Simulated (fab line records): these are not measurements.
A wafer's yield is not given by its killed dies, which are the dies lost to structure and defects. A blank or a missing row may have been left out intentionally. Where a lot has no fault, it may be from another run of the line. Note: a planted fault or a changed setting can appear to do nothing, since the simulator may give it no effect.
Which tool did it? | flow nand-harc | 20 wafers from 7 lots sampled at 2 of the route's 1159 steps

## WHAT THE GAUGES READ, wafer by wafer
NHARC_A_ONON_D1_THK_MEAS_18: measures by ellipsometry.
lot  | measured     | on            | thk-nm (nm)
L691 | day 8 07:41  | film-metro-02 | 986 985 986
L693 | day 8 07:42  | film-metro-02 | 1008 1009 1009
L697 | day 9 11:05  | film-metro-02 | 993 993 993
L700 | day 11 03:14 | film-metro-01 | 1019 1021 1023
L702 | day 11 03:45 | film-metro-02 | 1757 1755 1757 1758
L711 | day 13 06:08 | film-metro-02 | 1001 1003 1001
L712 | day 13 06:08 | film-metro-01 | 1019 1017 1017

## EACH LOT AND THE TOOL THAT RAN IT (in order: tool; ch and the chambers of the sampled wafers; start)
lot  | NHARC_A_ONON_D1_DEP_16
L691 | pecvd-onon-03 ch 0, day 8 07:11
L693 | pecvd-onon-04 ch 0, day 8 07:19
L697 | pecvd-onon-02 ch 0, day 9 10:38
L700 | pecvd-onon-03 ch 0, day 11 02:47
L702 | pecvd-onon-02 ch 0, day 11 03:21
L711 | pecvd-onon-03 ch 0, day 13 05:41
L712 | pecvd-onon-04 ch 0, day 13 05:37
- NHARC_A_ONON_D1_DEP_16: target thk 1000 nm.

## THE ANSWER, worked out from the rows above alone
Rule: usual is defined by the lots themselves. Put in order of their means at a reading, lots are off if they are a third of the lots or fewer, leave a main group of 4 or more, and stand apart from it by a gap of 3 or more times the standard deviation of the main group's means; of several such gaps the widest counts. A main group is skipped when, at the precision printed for the reading in the tables above, its means are all equal. Also off: a lot with no number at a reading for which 4 or more lots have one. The other lots that the step has rows for count as sound.
Off: L702, at NHARC_A_ONON_D1_THK_MEAS_18 (thk-nm). The main group: mean 1005 nm, standard deviation 13.
If a tool, at a process step before that reading, ran all the lots that are off and no sound lot after the first of them, it fits. The gauges at NHARC_A_ONON_D1_THK_MEAS_18 are tried like those tools. One fits: pecvd-onon-02 at NHARC_A_ONON_D1_DEP_16. Its last sound lot is L697 (day 9 10:38), its first lot that is off L702 (day 11 03:21): a fault that began between those two fits.

## WHAT THE SIMULATOR PUT IN
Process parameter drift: pecvd-onon-02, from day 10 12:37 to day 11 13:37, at NHARC_A_ONON_D1_DEP_16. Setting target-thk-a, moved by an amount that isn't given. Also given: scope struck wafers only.
Struck lots among those shown: L702. The same result came from the rule above.
